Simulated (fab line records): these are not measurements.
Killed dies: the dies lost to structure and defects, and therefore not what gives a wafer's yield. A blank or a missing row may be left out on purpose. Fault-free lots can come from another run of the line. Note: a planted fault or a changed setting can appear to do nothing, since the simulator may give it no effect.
Comparing a struck lot with a sound one    flow n5-finfet    37 out of 1938 route steps
Sound: these wafers, L304.2, L304.4, L304.6. Struck: wafer L306.4; the same lot's L306.1 was not struck, so it is left out; see the end for the cause.
Each step with rows lists, per side, the tool, then ch with its chambers, then its first start. Under that, the readings that differ: sound wafers    struck wafers    difference of the means    sigmas: that difference in standard deviations of wafers without a fault.
alike: same words and numbers on both sides, and readings whose means sit less than 2 such deviations apart. not compared: any withheld reading, any reading some wafer has no value for, any bound like >300 that may hide the same value, and any number with overlapping values for which the record gives no deviation.
The two part at a step that has a row with sigmas, a row that says differs or no value, or rows on one side only. Non-overlapping numbers with no deviation appear without sigmas and do not part them. A reading that every wafer of one side lacks parts them only if that side has two wafers or more.

first, 8 steps without rows for these wafers: N5_BEOL_M1_ECD_50 (material Cu, target thk 300 nm); N5_BEOL_M1_ANNEAL_51 (time 90 s); N5_BEOL_M1_CMP_52 (polishes, stops on SiOC, t overpolish 6.8 s, target thk 40 nm); N5_BEOL_M1_PRE_CLEAN_60 (time 15 s); N5_BEOL_M1_CO_CAP_55 (material Co, precursor CCTBA/H2, target thk 2 nm, time 102.1 s); N5_BEOL_M1_PRE_CLEAN_56 (time 15 s); N5_BEOL_M1_DEP_57 (deposits SiCN from 3MS/NH3, target thk 8 nm, time 14 s); N5_BEOL_M2_ILD_DEP_00 (deposits SiOC from DEMS/O2, target thk 79 nm, time 15.3 s).
N5_BEOL_M2_PECVD_72: deposits SiO2 from TEOS/O2, target thk 16 nm, time 18 s.
  sound on pecvd-01 ch 0,2, day 8 16:35; struck on pecvd-01 ch 2, day 8 20:43
reading                                     sound           struck  difference  sigmas
model.SiO2_of_BEOL_M2_PECVD_72.thk-nm (nm)  15.8 16.4 15.8  13.8    -2.2        
  alike: heater-power-w, showerhead-plenum-p-Torr, throttle-valve-pct
then, 25 steps without rows for these wafers: N5_BEOL_M2_HM_DEP_02 (deposits TiN, target thk 20 nm); N5_BEOL_M2_COAT_61 (time 60 s, resist thk 60 nm); N5_BEOL_M2_COAT_62 (time 60 s, resist thk 12 nm); N5_BEOL_M2_COAT_73 (time 60 s, resist thk 5 nm); N5_BEOL_M2_COAT_05 (resist thk 30 nm); N5_BEOL_M2_EBR_07; N5_BEOL_M2_SOFTBAKE_06 (time 60 s); N5_BEOL_M2_EXPOSE_08 (exposes mask M2); N5_BEOL_M2_PEB_09 (peb time 60 s); N5_BEOL_M2_DEVELOP_10 (develop time 30 s); N5_BEOL_M2_DESCUM_16 (chemistry O2, time 7 s); N5_BEOL_M2_ETCH_74 (etches underlayer in N2/H2, target depth 6.5 nm, time 5.2 s); N5_BEOL_M2_ETCH_63 (etches SiARC in CF4, target depth 15.6 nm, time 26 s); N5_BEOL_M2_ETCH_64 (etches SOC in N2/H2, target depth 75 nm, overetch 22.5 nm, time 121.9 s); N5_BEOL_M2_STRIP_65 (strips in N2/H2); N5_BEOL_M2_STRIP_75 (strips in N2/H2); N5_BEOL_M2_STRIP_66 (strips in CF4); N5_BEOL_M2_HM_OPEN_17 (chemistry Cl2/BCl3, target TiN, target depth 20 nm, overetch 6 nm); N5_BEOL_M2_STRIP_19 (strips in O2); N5_BEOL_M2_COAT_67 (time 60 s, resist thk 60 nm); N5_BEOL_M2_COAT_68 (time 60 s, resist thk 12 nm); N5_BEOL_M2_COAT_76 (time 60 s, resist thk 5 nm); N5_BEOL_M2_COAT_22 (resist thk 30 nm); N5_BEOL_M2_EBR_24; N5_BEOL_M2_SOFTBAKE_23 (time 60 s).
N5_BEOL_M2_HM_STRIP_39: strips TiN in peroxide tin strip, target depth 25 nm, time 158 s.
  sound on wet-bench-03 ch 1,6,7, day 8 21:57; struck on wet-bench-01 ch 4, day 9 01:13
reading                                     sound           struck  difference  sigmas
model.SiO2_of_BEOL_M2_PECVD_72.thk-nm (nm)  15.6 16.4 15.6  13.6    -2.3        
N5_BEOL_M2_CMP_52: polishes, stops on SiOC, t overpolish 6.8 s, target thk 40 nm.
  sound on cmp-01 ch 0,2,3, day 9 01:36; struck on cmp-01 ch 0, day 9 04:43
reading                       sound              struck  difference  sigmas
barrier-field-endpoint-s (s)  25.8 26.0 24.8     22.1    -3.4        -5
slurry-filter-dp-kPa (kPa)    13.35 13.46 13.44  13.75   +0.33       +2
  alike: edge-zone-pressure-frac, motor-current-A
N5_BEOL_M4_RC_MEAS_101:
  sound on prober-01 ch 0, day 9 17:38; struck on prober-02 ch 0, day 10 00:16
  alike: DIBL_N, DIBL_P, IOFF_N, IOFF_P, ION_N, ION_P, SS_N, SS_P, VT_N, VT_P

== WHERE THEY PART ==
N5_BEOL_M2_CMP_52 only, going by this record. Later steps at which nothing parts them and some readings are alike: N5_BEOL_M4_RC_MEAS_101.

WHY: whatever the simulator had introduced
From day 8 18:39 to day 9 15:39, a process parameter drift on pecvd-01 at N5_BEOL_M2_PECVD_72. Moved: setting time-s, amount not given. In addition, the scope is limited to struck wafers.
